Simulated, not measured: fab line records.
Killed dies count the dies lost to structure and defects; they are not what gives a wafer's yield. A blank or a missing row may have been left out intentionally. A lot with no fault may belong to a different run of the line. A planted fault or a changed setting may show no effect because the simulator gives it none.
Which tool is to blame? || flow nand-harc || 36 wafers sampled from 12 lots at 1 step of a route of 1302

WHAT THE GAUGES READ, wafer by wafer
NHARC_A_SLIT_CD_MEAS_21.
{"lot": "L548", "measured": "day 20 06:01", "on": "cd-sem-02", "cd-nm (nm)": "289.1 290.1 289.7"}
{"lot": "L549", "measured": "day 20 13:44", "on": "cd-sem-03", "cd-nm (nm)": "288.9 290.0 289.2"}
{"lot": "L550", "measured": "day 21 07:47", "on": "cd-sem-01", "cd-nm (nm)": "289.2 288.6 288.8"}
{"lot": "L551", "measured": "day 21 07:56", "on": "cd-sem-01", "cd-nm (nm)": "289.1 289.9 289.3"}
{"lot": "L557", "measured": "day 24 02:15", "on": "cd-sem-01", "cd-nm (nm)": "289.6 289.7 289.4"}
{"lot": "L558", "measured": "day 24 12:58", "on": "cd-sem-01", "cd-nm (nm)": "289.5 289.1 289.8"}
{"lot": "L563", "measured": "day 26 09:58", "on": "cd-sem-01", "cd-nm (nm)": "290.2 290.3 290.3"}
{"lot": "L565", "measured": "day 26 16:22", "on": "cd-sem-02", "cd-nm (nm)": "291.2 290.3 290.5"}
{"lot": "L568", "measured": "day 28 02:56", "on": "cd-sem-02", "cd-nm (nm)": "289.4 289.6 289.1"}
{"lot": "L567", "measured": "day 28 06:16", "on": "cd-sem-01", "cd-nm (nm)": "290.3 290.6 289.9"}
{"lot": "L569", "measured": "day 28 23:47", "on": "cd-sem-03", "cd-nm (nm)": "290.0 291.2 290.1"}
{"lot": "L571", "measured": "day 29 10:13", "on": "cd-sem-02", "cd-nm (nm)": "288.7 289.5 288.7"}

WHICH TOOL RAN EACH LOT (tool, then ch and the chambers of the sampled wafers, then the start)
The record holds no process step before these readings.

WHAT THE TOOLS THEMSELVES READ (means of the sampled wafers that have a number; where no wafer has one, the mark that the record gives instead)
The record holds no such reading with a usual standard deviation.

THE ANSWER, worked out from the rows above alone
Rule: the usual values come from the lots themselves. The widest of any qualifying gaps counts: lots, ordered by their means at a reading, are off when they make up no more than a third of the lots, leave a main group of 4 or more, and stand apart from it by 3 or more times the standard deviation of that group's means. Not used: any main group whose means are identical at the precision the tables above print for the reading. Also off: a lot with no number at a reading for which 4 or more lots have one. Where the step has rows for the other lots, those lots are counted as sound. Order of review: gauges by route order, followed by the tools' own readings, for which a lot's mean as printed above is used. The first step at which some lot is off is used, and at that step the reading that is off furthest; a lot without a number counts as furthest.
No lot is off at any reading shown: from this, nothing can be told.

WHAT THE SIMULATOR HAD INSERTED
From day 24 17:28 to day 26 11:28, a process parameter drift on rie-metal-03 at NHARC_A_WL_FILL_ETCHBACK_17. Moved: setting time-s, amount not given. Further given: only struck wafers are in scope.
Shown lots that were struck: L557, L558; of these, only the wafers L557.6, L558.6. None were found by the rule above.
